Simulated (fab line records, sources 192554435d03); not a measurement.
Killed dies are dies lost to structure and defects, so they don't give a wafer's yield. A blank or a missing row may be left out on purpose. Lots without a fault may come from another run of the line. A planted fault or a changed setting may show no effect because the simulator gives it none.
One fault seen from 3 desks | flow n5_finfet | each desk has only its own numbers; what lay behind them comes last

THE DEFECT DESK
What the inspections along the route counted, lot by lot: means of the sampled wafers that have a number. A lot is out of limits, marked OUT, if its mean lies more than 4 standard deviations from the usual mean; the brackets give that distance.
Columns: A = raw_defect_count at N5_BEOL_M1_INSPECT_59, usual 67
lot  | first seen here | A
L829 | day 6 17:16     | 68
L833 | day 8 01:14     | 79
L840 | day 9 20:14     | 64
L842 | day 10 03:46    | 55
L849 | day 13 00:45    | 72
L850 | day 13 04:05    | 75
This desk's finding: nothing out of limits on any of the 6 lots.

THE TOOL OWNER'S DESK: litho_track-03
The tool's own readings at N5_BEOL_M2_COAT_61 (time 60 s, resist thk 60 nm): means of the sampled wafers that have a number, for each lot that ran on this tool. A lot is out of limits, marked OUT, if its mean lies more than 4 standard deviations from the usual mean; the brackets give that distance.
Columns: A = heater_power_total_W at N5_BEOL_M2_COAT_61, usual 500.2 W; B = plate_temp_C at N5_BEOL_M2_COAT_61, usual 250.03 C
lot  | first seen here | A                | B
L829 | day 6 17:59     | 498.4            | 249.80
L833 | day 8 01:33     | 501.5            | 249.93
L840 | day 9 20:58     | 514.6 (+8.0) OUT | 254.84 (+28) OUT
L842 | day 10 05:19    | 512.5 (+6.9) OUT | 254.95 (+29) OUT
L850 | day 13 05:15    | 499.5            | 249.98
This desk's finding: out of limits on L840, L842; first on L840, day 9 20:58 (heater_power_total_W at N5_BEOL_M2_COAT_61). In limits: L829, L833, L850.

THE METROLOGY DESK
What the gauges read, lot by lot, whatever tool the lot ran on: means of the sampled wafers that have a number. A lot is out of limits, marked OUT, if its mean lies more than 4 standard deviations from the usual mean; the brackets give that distance. Of its 13 readings 7 are shown: those that lie furthest out on some lot.
Columns: A = M1_THK at N5_BEOL_M1_THK_MEAS_53, usual 39.8 nm; B = M1_RS at N5_BEOL_M1_RS_MEAS_58, usual 0.68 ohm/sq; C = IOFF_N at N5_BEOL_M4_RC_MEAS_101, usual 0.16 nA/um; D = IOFF_P at N5_BEOL_M4_RC_MEAS_101, usual 0.22 nA/um; E = SS_P at N5_BEOL_M4_RC_MEAS_101, usual 73.4 mV/dec; F = VT_N at N5_BEOL_M4_RC_MEAS_101, usual 250 mV; G = VT_P at N5_BEOL_M4_RC_MEAS_101, usual -250 mV
lot  | first seen here | A    | B    | C    | D    | E    | F   | G
L829 | day 6 16:58     | 41.4 | 0.65 | 0.17 | 0.24 | 73.9 | 249 | -247
L833 | day 8 00:56     | 39.2 | 0.68 | 0.20 | 0.28 | 75.2 | 247 | -246
L840 | day 9 19:42     | 38.9 | 0.71 | 0.13 | 0.16 | 72.5 | 254 | -255
L842 | day 10 03:29    | 41.6 | 0.63 | 0.14 | 0.18 | 74.0 | 253 | -252
L849 | day 13 00:28    | 40.3 | 0.67 | 0.16 | 0.20 | 73.8 | 250 | -252
L850 | day 13 03:48    | 37.3 | 0.74 | 0.18 | 0.23 | 73.4 | 248 | -249
This desk's finding: nothing out of limits on any of the 6 lots.

PUT TOGETHER
The tool owner's desk could have raised an alarm at day 9 20:58, on L840, L842.
The defect desk saw nothing out of limits.
The metrology desk saw nothing out of limits.
The defect desk has L840, L842 on record, within its limits.
The metrology desk has L840, L842 on record, within its limits.
Of the lots named, all ran N5_BEOL_M2_COAT_61 on litho_track-03.

WHAT THE SIMULATOR HAD PUT IN
Process parameter drift: litho_track-03, from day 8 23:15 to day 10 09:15, at N5_BEOL_M2_COAT_61. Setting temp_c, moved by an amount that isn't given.
Lots struck among those shown: L840, L842.
Hours from the fault's start to each desk's first reading out of limits: the tool owner's desk, 22.
